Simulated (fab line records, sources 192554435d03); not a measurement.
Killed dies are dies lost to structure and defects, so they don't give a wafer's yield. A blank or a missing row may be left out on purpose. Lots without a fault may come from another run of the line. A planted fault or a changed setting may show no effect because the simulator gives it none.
fab line records | flow n5_finfet
record lots=5 wafers=15 last_day=18
route steps=1938 shown BEOL_M13@1665
lots that met no fault: from a run of the same line without faults
start_h: hours from the record's first day to the start of the lot's first wafer shown | wait_h: hours since the lot's step before | " the same as in the row above | L1.1+2: a row that stands for several wafers | - no value, or no start given | * or withheld: withheld | < > ~ a bound
route shown NAME@n: a module of which the file shows steps, and the number in the route of the first | usual: mean/standard deviation of fault-free wafers | same: alike in all rows | chamber/n: place in a boat | sites: the reading at each site | _std_site: their standard deviation | _edge_site: outer sites' mean less inner sites' | radius_mm: how far each site lies from the wafer's centre | mask NAME#n: copy n | behind: the tool/chamber that last shaped the wafer | hold: why the lot was held/for how many hours/how that ended | device: the transistor (n, p or np) that didn't switch | end of line: the same wafers' tests at the end of the route | a step without rows: its recipe alone | killed: dies lost to structure and defects at the first sort, not the wafer's yield | map: a wafer's dies, x killed, . not, _ none there
set.NAME: the setting as run; set.NAME@STEP: as run at that earlier step | model.NAME: the simulator's own value behind a step, which no gauge read
lots at some steps of the route; a table a step, a row a wafer
services: from which hour (start_h, from the record's first day; less than 0 if before it) a tool's chamber was out of use, for how many hours, and why
## steps
# step N5_BEOL_M13_EXPOSE_07
# recipe mask_id=V12 na=0.93 source_shape=conventional sigma_outer=0.6 polarization=unpolarized attpsm_phase_deg=180 dose_mj=24.8
# columns lot.wafer tool chamber start_h wait_h mask
L074.1+4+5 krf_scanner-02 0 232.76 - V12#0
L077.1+5+6 krf_scanner-02 0 235.03 - V12#0
L079.1+3+6 krf_scanner-02 0 260.47 - V12#0
L092.1+2+3 krf_scanner-02 0 349.17 - V12#0
L096.2+3+4 krf_scanner-01 0 387.30 - V12#0
# step N5_BEOL_M13_PEB_08
# recipe peb_temp_c=130 peb_time_s=90
# usual chill_plate_temp_C=23.00/0.1
# columns lot.wafer tool chamber start_h wait_h chill_plate_temp_C
L074.1 litho_track-02 0 232.82 0.1 22.96
L074.4 " 0 " " 22.99
L074.5 " 0 " " 23.04
L077.1 litho_track-02 0 235.09 0.1 23.20
L077.5 " 0 " " 23.12
L077.6 " 0 " " 23.03
L079.1 litho_track-03 0 260.52 0.1 22.97
L079.3 " 0 " " 23.13
L079.6 " 0 " " 23.05
L092.1 litho_track-04 0 349.23 0.1 22.91
L092.2 " 0 " " 23.17
L092.3 " 0 " " 23.10
L096.2 litho_track-02 0 387.35 0.0 22.89
L096.3 " 0 " " 22.94
L096.4 " 0 " " 22.96
# step N5_BEOL_M13_DEVELOP_09
# recipe develop_time_s=45 rinse_liquid=diw dry=air_spin dev_temp_c=21
# usual chill_plate_temp_C=22.97/0.092
# columns lot.wafer tool chamber start_h wait_h chill_plate_temp_C
L074.1 litho_track-02 0 - - 23.01
L074.4 " 0 " " 23.09
L074.5 " 0 " " 23.01
L077.1 litho_track-02 0 - - 22.98
L077.5 " 0 " " 22.95
L077.6 " 0 " " 23.08
L079.1 litho_track-03 0 - - 22.84
L079.3 " 0 " " 22.94
L079.6 " 0 " " 23.03
L092.1 litho_track-04 0 - - 22.83
L092.2 " 0 " " 22.95
L092.3 " 0 " " 22.97
L096.2 litho_track-02 0 - - 23.00
L096.3 " 0 " " 23.25
L096.4 " 0 " " 22.98
# step N5_BEOL_M13_HARDBAKE_14
# recipe temp_c=130 time_s=120
# usual chill_plate_temp_C=22.96/0.11
# columns lot.wafer tool chamber start_h wait_h chill_plate_temp_C
L074.1 litho_track-02 0 - - 22.94
L074.4 " 0 " " 22.96
L074.5 " 0 " " 22.85
L077.1 litho_track-02 0 - - 22.87
L077.5 " 0 " " 23.02
L077.6 " 0 " " 22.77
L079.1 litho_track-03 0 - - 22.94
L079.3 " 0 " " 22.95
L079.6 " 0 " " 23.07
L092.1 litho_track-04 0 - - 23.05
L092.2 " 0 " " 22.91
L092.3 " 0 " " 23.07
L096.2 litho_track-02 0 - - 22.85
L096.3 " 0 " " 22.98
L096.4 " 0 " " 22.96
# step N5_BEOL_M13_CD_MEAS_10
# recipe target_cd_nm=190 landing_energy_ev=500 detector=se_inlens polarity=opening
# usual cd_nm=190.3/1
# columns lot.wafer tool chamber start_h wait_h cd_nm
L074.1 cd_sem-01 0 232.94 - 189.3
L074.4 " 0 " " 189.7
L074.5 " 0 " " 188.6
L077.1 cd_sem-02 0 235.21 - 189.4
L077.5 " 0 " " 188.9
L077.6 " 0 " " 189.1
L079.1 cd_sem-01 0 260.64 - 189.2
L079.3 " 0 " " 190.1
L079.6 " 0 " " 189.2
L092.1 cd_sem-03 0 349.34 - 191.3
L092.2 " 0 " " 192.1
L092.3 " 0 " " 191.4
L096.2 cd_sem-03 0 387.46 - 192.0
L096.3 " 0 " " 191.1
L096.4 " 0 " " 191.0
# step N5_BEOL_M13_OVL_MEAS_11
# recipe points_per_wafer=44
# usual V12_OVL=-1/5.9
# columns lot.wafer tool chamber start_h wait_h V12_OVL[nm]
L074.1 overlay-02 0 232.98 0.0 2
L074.4 " 0 " " -4
L074.5 " 0 " " 6
L077.1 overlay-01 0 235.24 0.0 -3
L077.5 " 0 " " 0
L077.6 " 0 " " 0
L079.1 overlay-02 0 260.67 0.0 10
L079.3 " 0 " " 2
L079.6 " 0 " " -1
L092.1 overlay-02 0 349.37 0.0 6
L092.2 " 0 " " 6
L092.3 " 0 " " -3
L096.2 overlay-02 0 387.49 0.0 -14
L096.3 " 0 " " -7
L096.4 " 0 " " -6
# step N5_BEOL_M13_INSPECT_12
# recipe mode=adi inspect_instrument=macro
# usual raw_defect_count=2.1/1.4
# columns lot.wafer tool chamber start_h wait_h raw_defect_count
L074.1 defect_inspect-02 - 233.00 0.0 2
L074.4 " - " " 1
L074.5 " - " " 1
L077.1 defect_inspect-01 - 235.26 0.0 3
L077.5 " - " " 3
L077.6 " - " " 1
L079.1 defect_inspect-02 - 260.69 0.0 3
L079.3 " - " " 2
L079.6 " - " " 1
L092.1 defect_inspect-02 - 349.40 0.0 1
L092.2 " - " " 2
L092.3 " - " " 0
L096.2 defect_inspect-02 - 387.52 0.0 2
L096.3 " - " " 3
L096.4 " - " " 3
# step N5_BEOL_M13_DESCUM_15
# recipe chemistry=O2 time_s=7.9 source_power_w=50 bias_power_w=20 pressure_mtorr=20 rf_frequency_hz=2.712e+07 temp_c=40 o2_flow_sccm=225
# usual chamber_pressure_mTorr=20.000/0.017 drypump_motor_current_A=5.6/0.34 oes_product_au=0.76/0.08 rf_fwd_power_W=49.33/0.17 rf_vpp_V=242.8/1.4 showerhead_plenum_p_Torr=2.08/0.067 throttle_valve_pct=20.48/0.27
# columns lot.wafer tool chamber start_h wait_h chamber_pressure_mTorr drypump_motor_current_A oes_product_au rf_fwd_power_W rf_hours_counter_h rf_vpp_V showerhead_plenum_p_Torr throttle_valve_pct
L074.1 rie_diel-06 2 233.04 0.0 20.006 5.9 0.70 49.34 220 244.6 2.16 20.54
L074.4 " 3 " " 19.996 5.2 0.74 49.25 181 244.8 2.17 20.24
L074.5 " 1 " " 19.995 5.8 0.72 49.37 - 241.6 2.01 20.70
L077.1 rie_diel-06 2 235.29 0.0 20.012 5.9 0.70 49.61 221 242.9 2.16 20.54
L077.5 " 1 " " 20.019 5.8 0.72 49.30 - 240.2 2.01 20.69
L077.6 " 2 " " 19.989 5.9 0.70 49.34 - 244.2 2.16 20.54
L079.1 rie_diel-05 2 260.74 0.0 19.990 5.1 0.84 48.90 70 245.4 2.11 20.30
L079.3 " 1 " " 20.017 5.5 0.69 49.22 211 242.1 1.99 20.61
L079.6 " 3 " " 19.985 5.6 0.80 49.33 - 241.9 2.02 20.24
L092.1 rie_diel-06 0 349.43 0.0 20.001 5.7 0.90 49.27 40 242.8 2.13 20.03
L092.2 " 3 " " 19.977 5.2 0.71 49.20 220 244.0 2.16 20.31
L092.3 " 1 " " 19.997 5.8 0.70 49.58 205 241.2 2.00 20.75
L096.2 rie_diel-04 0 387.55 0.0 20.001 5.6 0.76 49.38 124 241.4 2.02 20.62
L096.3 " 3 " " 20.016 5.1 0.72 48.87 208 242.0 2.07 20.79
L096.4 " 1 " " 19.975 5.9 0.91 49.45 19 243.1 2.13 20.09
# step N5_BEOL_M13_ETCH_59
# recipe chemistry=N2/H2 target=BARC target_depth_a=890 overetch_a=267 time_s=67.9 ion_energy_ev=200 pressure_mtorr=30 source_w=840 bias_w=150 n2_flow_sccm=200 h2_flow_sccm=200
# usual bias_w=150.0/0.39 chamber_pressure_mTorr=30.000/0.027 drypump_motor_current_A=5.6/0.33 oes_product_au=0.65/0.065 rf_fwd_power_W=832.3/2.9 rf_vpp_V=523.2/2.6 showerhead_plenum_p_Torr=2.52/0.085 throttle_valve_pct=17.89/0.28
# columns lot.wafer tool chamber start_h wait_h bias_w chamber_pressure_mTorr drypump_motor_current_A oes_product_au rf_fwd_power_W rf_hours_counter_h rf_vpp_V showerhead_plenum_p_Torr throttle_valve_pct
L074.1 rie_diel-06 2 233.07 0.0 150.3 29.984 5.9 0.60 831.3 220 525.8 2.62 17.94
L074.4 " 3 " " 149.3 30.044 5.2 0.63 837.7 181 526.5 2.64 17.64
L074.5 " 1 " " 149.8 30.009 5.7 0.62 830.3 - 521.4 2.43 17.99
L077.1 rie_diel-06 2 235.33 0.0 150.2 29.996 5.9 0.60 832.3 221 524.9 2.62 17.94
L077.5 " 1 " " 150.0 29.971 5.8 0.62 840.5 - 520.3 2.43 17.98
L077.6 " 2 " " 149.9 29.958 5.9 0.60 836.6 - 526.5 2.62 17.93
L079.1 rie_diel-05 2 260.77 0.0 150.1 29.949 5.1 0.71 830.1 70 525.5 2.57 17.68
L079.3 " 1 " " 150.5 29.988 5.6 0.60 827.8 211 521.3 2.41 18.09
L079.6 " 3 " " 150.2 30.059 5.7 0.68 828.9 - 523.2 2.46 17.60
L092.1 rie_diel-06 0 349.47 0.0 150.1 30.033 5.7 0.75 828.8 40 524.9 2.60 17.53
L092.2 " 3 " " 150.2 29.995 5.2 0.61 828.0 220 525.9 2.62 17.73
L092.3 " 1 " " 150.5 30.034 5.8 0.60 829.8 205 520.2 2.41 18.05
L096.2 rie_diel-04 0 387.59 0.0 150.1 29.987 5.6 0.65 834.5 124 519.7 2.46 17.99
L096.3 " 3 " " 150.0 30.026 5.1 0.62 829.8 208 523.2 2.53 18.32
L096.4 " 1 " " 150.0 29.989 5.9 0.76 837.1 19 525.9 2.60 17.54
# step N5_BEOL_M13_VIA_ETCH_16
# recipe chemistry=C4F8/O2/Ar target=SiOC pressure_mtorr=30 source_w=3000 bias_w=700 Ar_flow_sccm=400 C4F8_flow_sccm=15 O2_flow_sccm=8 he_inner_torr=15 he_outer_torr=30 target_depth_a=9217 time_s=withheld ion_energy_ev=250 ends=cleared
# usual bias_w=700.2/2.1 chamber_pressure_mTorr=29.999/0.029 drypump_motor_current_A=5.6/0.34 oes_product_au=0.69/0.072 rf_fwd_power_W=2993/8.4 rf_vpp_V=665/3 showerhead_plenum_p_Torr=3.39/0.11 throttle_valve_pct=24.21/0.28
# columns lot.wafer tool chamber start_h wait_h bias_w chamber_pressure_mTorr drypump_motor_current_A oes_product_au rf_fwd_power_W rf_vpp_V showerhead_plenum_p_Torr throttle_valve_pct
L074.1 rie_diel-06 2 233.13 0.0 698.6 29.998 5.9 0.62 3014 668 3.52 24.28
L074.4 " 3 " " 703.0 30.005 5.2 0.66 3003 668 3.54 24.03
L074.5 " 1 " " 701.7 29.994 5.8 0.66 2976 663 3.27 24.36
L077.1 rie_diel-06 2 235.38 0.0 697.4 30.044 6.0 0.63 3004 668 3.52 24.27
L077.5 " 1 " " 701.3 29.990 5.7 0.65 2988 662 3.27 24.35
L077.6 " 2 " " 697.9 29.950 6.0 0.63 2995 668 3.52 24.29
L079.1 rie_diel-05 2 260.82 0.0 698.7 29.975 5.1 0.76 2988 666 3.45 24.14
L079.3 " 1 " " 698.5 29.969 5.5 0.63 2995 661 3.25 24.32
L079.6 " 3 " " 699.8 29.995 5.7 0.73 2988 663 3.29 23.84
L092.1 rie_diel-06 0 349.52 0.0 699.0 29.997 5.7 0.79 3003 666 3.47 23.80
L092.2 " 3 " " 700.6 30.016 5.2 0.64 2998 669 3.52 24.05
L092.3 " 1 " " 703.5 30.033 5.8 0.63 2989 662 3.25 24.42
L096.2 rie_diel-04 0 387.64 0.0 704.5 30.054 5.6 0.69 2994 663 3.30 24.34
L096.3 " 3 " " 696.0 30.019 5.1 0.65 2984 665 3.40 24.61
L096.4 " 1 " " 701.5 30.011 5.9 0.81 2996 667 3.50 24.01
# step N5_BEOL_M13_STRIP_63
# recipe chemistry=N2/H2 power_w=1000 temp_c=250 h2_frac=0.65 overash_fraction=0.3 pressure_mtorr=1000 n2_flow_sccm=1750 h2_flow_sccm=3250
# usual chamber_pressure_mTorr=999.9/0.91 drypump_motor_current_A=5.86/0.14 heater_power_w=342/22 oes_product_au=0.674/0.0051 strip_time_to_endpoint_s=28.0/1
# same overash_fraction=0.3
# columns lot.wafer tool chamber start_h wait_h chamber_pressure_mTorr drypump_motor_current_A heater_power_w oes_product_au rf_hours_counter_h strip_time_to_endpoint_s
L074.1 plasma_asher-01 0 233.36 - 999.0 5.98 331 0.676 127 28.9
L074.4 " 0 " " 999.7 5.97 329 0.671 - 27.8
L074.5 " 1 " " 1000.0 6.00 386 0.678 - 27.1
L077.1 plasma_asher-02 1 235.62 - 1000.1 5.93 323 0.672 62 29.7
L077.5 " 1 " " 997.3 5.93 318 0.674 - 27.5
L077.6 " 0 " " 999.4 5.62 348 0.682 - 27.4
L079.1 plasma_asher-02 1 261.06 - 1000.1 5.89 323 0.679 67 28.4
L079.3 " 1 " " 999.4 5.88 324 0.674 - 28.4
L079.6 " 1 " " 998.5 5.89 323 0.677 - 27.8
L092.1 plasma_asher-02 1 349.75 - 998.6 5.88 324 0.671 85 28.7
L092.2 " 0 " " 999.3 5.63 355 0.678 85 30.3
L092.3 " 1 " " 1000.1 5.89 323 0.683 - 28.2
L096.2 plasma_asher-02 0 387.87 - 999.6 5.63 349 0.686 93 27.8
L096.3 " 1 " " 999.3 5.90 326 0.675 - 25.5
L096.4 " 0 " " 999.2 5.65 347 0.664 - 26.3
# step N5_BEOL_M13_STRIP_64
# recipe chemistry=N2/H2 power_w=1000 temp_c=250 h2_frac=0.65 overash_fraction=0.3 pressure_mtorr=withheld n2_flow_sccm=1750 h2_flow_sccm=3250
# usual drypump_motor_current_A=5.86/0.14 heater_power_w=342/22 oes_product_au=0.714/0.0044 strip_time_to_endpoint_s=31.29/0.091
# same overash_fraction=0.3
# columns lot.wafer tool chamber start_h wait_h drypump_motor_current_A heater_power_w oes_product_au rf_hours_counter_h strip_time_to_endpoint_s
L074.1 plasma_asher-01 0 233.42 0.0 5.97 332 0.710 127 31.21
L074.4 " 0 " " 5.98 329 0.710 - 31.24
L074.5 " 1 " " 5.98 391 0.715 - 31.17
L077.1 plasma_asher-02 1 235.68 0.0 5.92 317 0.718 62 31.39
L077.5 " 1 " " 5.89 316 0.719 - 31.42
L077.6 " 0 " " 5.64 342 0.713 - 31.45
L079.1 plasma_asher-02 1 261.12 0.0 5.93 318 0.708 67 31.38
L079.3 " 1 " " 5.90 325 0.722 - 31.24
L079.6 " 1 " " 5.91 322 0.719 - 31.35
L092.1 plasma_asher-02 1 349.81 0.0 5.90 321 0.714 85 31.29
L092.2 " 0 " " 5.62 346 0.708 85 31.17
L092.3 " 1 " " 5.89 325 0.716 - 31.29
L096.2 plasma_asher-02 0 387.93 0.0 5.65 348 0.710 93 31.42
L096.3 " 1 " " 5.91 330 0.715 - 31.29
L096.4 " 0 " " 5.66 336 0.709 - 31.35
# step N5_BEOL_M13_STRIP_71
# recipe chemistry=post_etch_residue_remover time_s=60 temp_c=25 remover_ph=withheld remover_water_wt_pct=withheld remover_fluoride_wt_pct=withheld
# columns lot.wafer tool chamber start_h wait_h
L074.1+4+5 wet_bench-05 6,7,3 233.51 0.1
L077.1+5+6 wet_bench-05 0,5,7 235.76 0.1
L079.1+3+6 wet_bench-05 6,5,4 261.21 0.1
L092.1+2+3 wet_bench-05 3,7,5 349.90 0.1
L096.2+3+4 wet_bench-05 1,4,3 388.02 0.1
# step N5_BEOL_M13_SRD_72
# recipe time_s=30 temp_c=23 rinse_liquid=diw dry=n2_spin spin_rpm=1500 dry_time_s=30
# columns lot.wafer tool chamber start_h wait_h
L074.1+4+5 wet_bench-05 6,7,3 233.55 0.0
L077.1+5+6 wet_bench-05 0,5,7 235.80 0.0
L079.1+3+6 wet_bench-05 6,5,4 261.23 0.0
L092.1+2+3 wet_bench-05 3,7,5 349.92 0.0
L096.2+3+4 wet_bench-05 1,4,3 388.04 0.0
# step N5_BEOL_M13_CD_MEAS_17
# recipe target_cd_nm=190 polarity=opening
# usual cd_nm=190.4/1.2
# columns lot.wafer tool chamber start_h wait_h cd_nm
L074.1 cd_sem-01 - 233.60 0.0 188.5
L074.4 " - " " 189.4
L074.5 " - " " 189.4
L077.1 cd_sem-03 - 235.86 0.0 188.6
L077.5 " - " " 188.5
L077.6 " - " " 188.9
L079.1 cd_sem-02 - 261.27 0.0 189.8
L079.3 " - " " 190.1
L079.6 " - " " 188.8
L092.1 cd_sem-03 - 349.96 0.0 191.8
L092.2 " - " " 192.3
L092.3 " - " " 191.7
L096.2 cd_sem-03 - 388.08 0.0 192.3
L096.3 " - " " 190.8
L096.4 " - " " 190.7
# step N5_BEOL_M13_COAT_65
# recipe resist=SOC temp_c=250 time_s=60 spin_rpm=1500 resist_thk_nm=350
# usual chill_plate_temp_C=23.00/0.1 spin_speed_rpm=1499.9/1.2
# columns lot.wafer tool chamber start_h wait_h chill_plate_temp_C spin_speed_rpm
L074.1 litho_track-04 0 233.64 0.0 23.07 1499.2
L074.4 " 0 " " 23.01 1499.1
L074.5 " 0 " " 23.15 1499.6
L077.1 litho_track-04 0 235.90 0.0 23.03 1500.3
L077.5 " 0 " " 22.89 1499.0
L077.6 " 0 " " 23.14 1499.9
L079.1 litho_track-02 0 261.30 0.0 23.09 1498.5
L079.3 " 0 " " 23.03 1499.5
L079.6 " 0 " " 23.06 1498.7
L092.1 litho_track-02 0 350.00 0.0 22.83 1499.3
L092.2 " 0 " " 22.95 1500.1
L092.3 " 0 " " 22.98 1500.7
L096.2 litho_track-03 0 388.12 0.0 22.97 1499.7
L096.3 " 0 " " 22.97 1499.4
L096.4 " 0 " " 23.07 1502.7
# step N5_BEOL_M13_COAT_66
# recipe resist=SiARC temp_c=220 time_s=60 spin_rpm=1500 resist_thk_nm=110
# usual chill_plate_temp_C=23.00/0.11 spin_speed_rpm=1500.0/1.2
# columns lot.wafer tool chamber start_h wait_h chill_plate_temp_C spin_speed_rpm
L074.1 litho_track-04 0 - - 22.83 1501.8
L074.4 " 0 " " 22.85 1498.8
L074.5 " 0 " " 22.91 1500.9
L077.1 litho_track-04 0 - - 23.03 1499.6
L077.5 " 0 " " 23.12 1498.9
L077.6 " 0 " " 22.98 1498.9
L079.1 litho_track-02 0 - - 23.03 1500.4
L079.3 " 0 " " 23.03 1499.3
L079.6 " 0 " " 22.98 1500.6
L092.1 litho_track-02 0 - - 22.75 1500.0
L092.2 " 0 " " 22.77 1500.0
L092.3 " 0 " " 22.76 1499.8
L096.2 litho_track-03 0 - - 23.01 1498.2
L096.3 " 0 " " 23.05 1500.7
L096.4 " 0 " " 23.01 1498.2
# step N5_BEOL_M13_COAT_22
# recipe spin_rpm=2888 resist_thk_nm=300
# usual chill_plate_temp_C=23.01/0.11 spin_speed_rpm=2888.5/2.4
# columns lot.wafer tool chamber start_h wait_h chill_plate_temp_C spin_speed_rpm
L074.1 litho_track-04 0 - - 23.00 2891.8
L074.4 " 0 " " 23.04 2887.3
L074.5 " 0 " " 22.99 2892.2
L077.1 litho_track-04 0 - - 23.01 2887.5
L077.5 " 0 " " 22.98 2890.1
L077.6 " 0 " " 22.92 2883.3
L079.1 litho_track-02 0 - - 22.81 2888.3
L079.3 " 0 " " 23.01 2889.0
L079.6 " 0 " " 23.03 2891.1
L092.1 litho_track-02 0 - - 23.11 2886.5
L092.2 " 0 " " 23.07 2884.2
L092.3 " 0 " " 23.19 2889.4
L096.2 litho_track-03 0 - - 23.08 2892.9
L096.3 " 0 " " 22.99 2884.7
L096.4 " 0 " " 22.79 2890.1
# step N5_BEOL_M13_EBR_24
# recipe solvent=PGMEA ebr_width_mm=1.5
# usual chill_plate_temp_C=23.01/0.1
# columns lot.wafer tool chamber start_h wait_h chill_plate_temp_C
L074.1 litho_track-04 0 - - 22.99
L074.4 " 0 " " 23.04
L074.5 " 0 " " 23.04
L077.1 litho_track-04 0 - - 22.90
L077.5 " 0 " " 22.98
L077.6 " 0 " " 23.08
L079.1 litho_track-02 0 - - 22.91
L079.3 " 0 " " 23.04
L079.6 " 0 " " 22.86
L092.1 litho_track-02 0 - - 22.95
L092.2 " 0 " " 22.99
L092.3 " 0 " " 22.86
L096.2 litho_track-03 0 - - 23.05
L096.3 " 0 " " 22.99
L096.4 " 0 " " 22.99
# step N5_BEOL_M13_SOFTBAKE_23
# recipe temp_c=130 time_s=60
# usual chill_plate_temp_C=22.99/0.1
# columns lot.wafer tool chamber start_h wait_h chill_plate_temp_C
L074.1 litho_track-04 0 - - 23.14
L074.4 " 0 " " 22.97
L074.5 " 0 " " 23.19
L077.1 litho_track-04 0 - - 22.82
L077.5 " 0 " " 23.04
L077.6 " 0 " " 22.91
L079.1 litho_track-02 0 - - 23.01
L079.3 " 0 " " 22.92
L079.6 " 0 " " 22.84
L092.1 litho_track-02 0 - - 23.05
L092.2 " 0 " " 22.95
L092.3 " 0 " " 23.08
L096.2 litho_track-03 0 - - 23.09
L096.3 " 0 " " 23.03
L096.4 " 0 " " 23.11
# step N5_BEOL_M13_EXPOSE_25
# recipe mask_id=M13 na=0.93 source_shape=conventional sigma_outer=0.4 polarization=unpolarized target_cd_nm=210 dose_mj=22
# columns lot.wafer tool chamber start_h wait_h mask
L074.1+4+5 krf_scanner-02 0 233.88 - M13#0
L077.1+5+6 krf_scanner-02 0 236.14 - M13#0
L079.1+3+6 krf_scanner-01 0 261.55 - M13#0
L092.1+2+3 krf_scanner-01 0 350.24 - M13#0
L096.2+3+4 krf_scanner-01 0 388.37 - M13#0
# step N5_BEOL_M13_PEB_26
# recipe peb_temp_c=130 peb_time_s=90
# usual chill_plate_temp_C=23.01/0.1
# columns lot.wafer tool chamber start_h wait_h chill_plate_temp_C
L074.1 litho_track-04 0 233.94 0.1 22.98
L074.4 " 0 " " 23.06
L074.5 " 0 " " 22.99
L077.1 litho_track-02 0 236.20 0.1 22.95
L077.5 " 0 " " 22.96
L077.6 " 0 " " 22.90
L079.1 litho_track-03 0 261.60 0.1 23.08
L079.3 " 0 " " 22.96
L079.6 " 0 " " 22.98
L092.1 litho_track-04 0 350.30 0.1 22.83
L092.2 " 0 " " 23.02
L092.3 " 0 " " 22.93
L096.2 litho_track-04 0 388.42 0.0 23.04
L096.3 " 0 " " 23.10
L096.4 " 0 " " 23.04
# step N5_BEOL_M13_DEVELOP_27
# recipe develop_time_s=45 rinse_liquid=diw dry=air_spin dev_temp_c=21
# usual chill_plate_temp_C=22.99/0.11
# columns lot.wafer tool chamber start_h wait_h chill_plate_temp_C
L074.1 litho_track-04 0 - - 23.09
L074.4 " 0 " " 22.99
L074.5 " 0 " " 23.11
L077.1 litho_track-02 0 - - 22.93
L077.5 " 0 " " 22.91
L077.6 " 0 " " 22.97
L079.1 litho_track-03 0 - - 22.95
L079.3 " 0 " " 22.78
L079.6 " 0 " " 22.79
L092.1 litho_track-04 0 - - 22.86
L092.2 " 0 " " 22.90
L092.3 " 0 " " 22.93
L096.2 litho_track-04 0 - - 22.89
L096.3 " 0 " " 22.96
L096.4 " 0 " " 23.13
# step N5_BEOL_M13_HARDBAKE_32
# recipe temp_c=130 time_s=120
# usual chill_plate_temp_C=23.01/0.1
# columns lot.wafer tool chamber start_h wait_h chill_plate_temp_C
L074.1 litho_track-04 0 - - 22.95
L074.4 " 0 " " 23.05
L074.5 " 0 " " 23.00
L077.1 litho_track-02 0 - - 23.05
L077.5 " 0 " " 23.00
L077.6 " 0 " " 22.96
L079.1 litho_track-03 0 - - 23.09
L079.3 " 0 " " 23.07
L079.6 " 0 " " 22.78
L092.1 litho_track-04 0 - - 22.85
L092.2 " 0 " " 22.86
L092.3 " 0 " " 22.74
L096.2 litho_track-04 0 - - 23.17
L096.3 " 0 " " 22.97
L096.4 " 0 " " 23.07
# step N5_BEOL_M13_CD_MEAS_28
# recipe target_cd_nm=209.5 landing_energy_ev=500 detector=se_inlens
# usual cd_nm=209.5/0.98
# columns lot.wafer tool chamber start_h wait_h cd_nm
L074.1 cd_sem-03 0 234.06 - 209.8
L074.4 " 0 " " 210.4
L074.5 " 0 " " 209.8
L077.1 cd_sem-03 0 236.31 - 208.4
L077.5 " 0 " " 208.8
L077.6 " 0 " " 207.5
L079.1 cd_sem-01 0 261.72 - 209.8
L079.3 " 0 " " 211.0
L079.6 " 0 " " 211.6
L092.1 cd_sem-02 0 350.41 - 210.2
L092.2 " 0 " " 210.1
L092.3 " 0 " " 210.5
L096.2 cd_sem-01 0 388.54 - 209.8
L096.3 " 0 " " 210.4
L096.4 " 0 " " 210.4
# step N5_BEOL_M13_OVL_MEAS_29
# recipe points_per_wafer=44
# usual M13_OVL=-2/5
# columns lot.wafer tool chamber start_h wait_h M13_OVL[nm]
L074.1 overlay-02 0 234.10 0.0 -2
L074.4 " 0 " " -14
L074.5 " 0 " " -4
L077.1 overlay-02 0 236.34 0.0 -6
L077.5 " 0 " " 6
L077.6 " 0 " " 2
L079.1 overlay-02 0 261.76 0.0 -15
L079.3 " 0 " " -10
L079.6 " 0 " " -8
L092.1 overlay-02 0 350.44 0.0 -6
L092.2 " 0 " " -1
L092.3 " 0 " " -4
L096.2 overlay-02 0 388.56 0.0 2
L096.3 " 0 " " -3
L096.4 " 0 " " 2
# step N5_BEOL_M13_INSPECT_30
# recipe mode=adi inspect_instrument=macro
# usual raw_defect_count=2.1/1.4
# columns lot.wafer tool chamber start_h wait_h raw_defect_count
L074.1 defect_inspect-02 - 234.12 0.0 5
L074.4 " - " " 0
L074.5 " - " " 3
L077.1 defect_inspect-01 - 236.36 0.0 3
L077.5 " - " " 0
L077.6 " - " " 2
L079.1 defect_inspect-02 - 261.79 0.0 1
L079.3 " - " " 5
L079.6 " - " " 4
L092.1 defect_inspect-01 - 350.47 0.0 3
L092.2 " - " " 4
L092.3 " - " " 5
L096.2 defect_inspect-02 - 388.59 0.0 1
L096.3 " - " " 4
L096.4 " - " " 5
# step N5_BEOL_M13_DESCUM_33
# recipe chemistry=O2 time_s=7.9 source_power_w=50 bias_power_w=20 pressure_mtorr=20 rf_frequency_hz=2.712e+07 temp_c=40 o2_flow_sccm=225
# usual chamber_pressure_mTorr=19.999/0.02 drypump_motor_current_A=5.7/0.4 oes_product_au=0.78/0.091 rf_fwd_power_W=49.36/0.27 rf_vpp_V=242.8/1.2 showerhead_plenum_p_Torr=2.08/0.062 throttle_valve_pct=20.50/0.27
# columns lot.wafer tool chamber start_h wait_h chamber_pressure_mTorr drypump_motor_current_A oes_product_au rf_fwd_power_W rf_hours_counter_h rf_vpp_V showerhead_plenum_p_Torr throttle_valve_pct
L074.1 rie_diel-06 1 234.17 0.0 20.000 5.8 0.72 49.45 168 242.5 2.01 20.69
L074.4 " 2 " " 19.996 5.9 0.70 49.44 221 243.9 2.16 20.53
L074.5 " 1 " " 20.022 5.8 0.72 49.31 - 241.0 2.01 20.70
L077.1 rie_diel-04 1 236.40 0.0 19.976 5.9 0.67 49.60 248 243.3 2.14 20.53
L077.5 " 3 " " 19.986 5.1 0.77 49.03 - 244.1 2.09 20.70
L077.6 " 0 " " 20.010 5.6 0.82 49.43 - 242.8 2.04 20.52
L079.1 rie_diel-05 3 262.11 0.3 19.967 5.6 0.81 49.20 113 242.1 2.02 20.22
L079.3 " 2 " " 20.033 5.1 0.84 48.77 71 243.1 2.11 20.29
L079.6 " 1 " " 20.031 5.5 0.70 49.23 - 240.7 1.99 20.61
L092.1 rie_diel-06 3 350.50 0.0 19.971 5.2 0.71 49.30 220 243.1 2.16 20.32
L092.2 " 0 " " 20.022 5.7 0.88 49.08 40 243.0 2.13 20.04
L092.3 " 1 " " 19.988 5.8 0.69 49.67 206 242.4 2.00 20.75
L096.2 rie_diel-04 3 389.03 0.4 19.982 5.1 0.73 49.18 208 242.8 2.07 20.78
L096.3 " 1 " " 20.019 5.9 0.91 49.43 20 242.7 2.13 20.10
L096.4 " 0 " " 20.000 5.6 0.76 49.81 125 242.3 2.02 20.62
## services
# columns tool chamber start_h hours kind
krf_scanner-02 0 224.30 - calibration
plasma_asher-02 - 226.21 0.5 repair
krf_scanner-02 - 231.30 1.0 pm
krf_scanner-01 - 240.86 0.3 repair
rie_diel-04 1 244.83 - clean
rie_diel-04 1 244.83 - consumable_replace:focus_ring
rie_diel-04 1 244.83 22.6 scheduled_down
krf_scanner-02 - 271.37 0.8 pm
rie_diel-04 - 284.96 14.6 pm
litho_track-04 - 296.84 - consumable_replace:filter
krf_scanner-01 - 304.80 1.3 pm
krf_scanner-01 - 311.29 2.5 repair
krf_scanner-01 - 317.75 4.0 pm
wet_bench-05 - 320.55 9.5 repair
rie_diel-06 2 331.19 - clean
rie_diel-06 2 331.19 - consumable_replace:focus_ring
rie_diel-06 2 331.19 25.2 scheduled_down
rie_diel-06 2 331.19 25.2 vent_cycle
krf_scanner-01 - 331.34 1.0 pm
rie_diel-04 1 335.55 41.2 repair
krf_scanner-02 - 351.77 1.3 pm
krf_scanner-01 - 359.31 0.8 pm
krf_scanner-01 - 365.81 9.1 repair
rie_diel-05 1 370.95 7.8 repair
## key
fault none
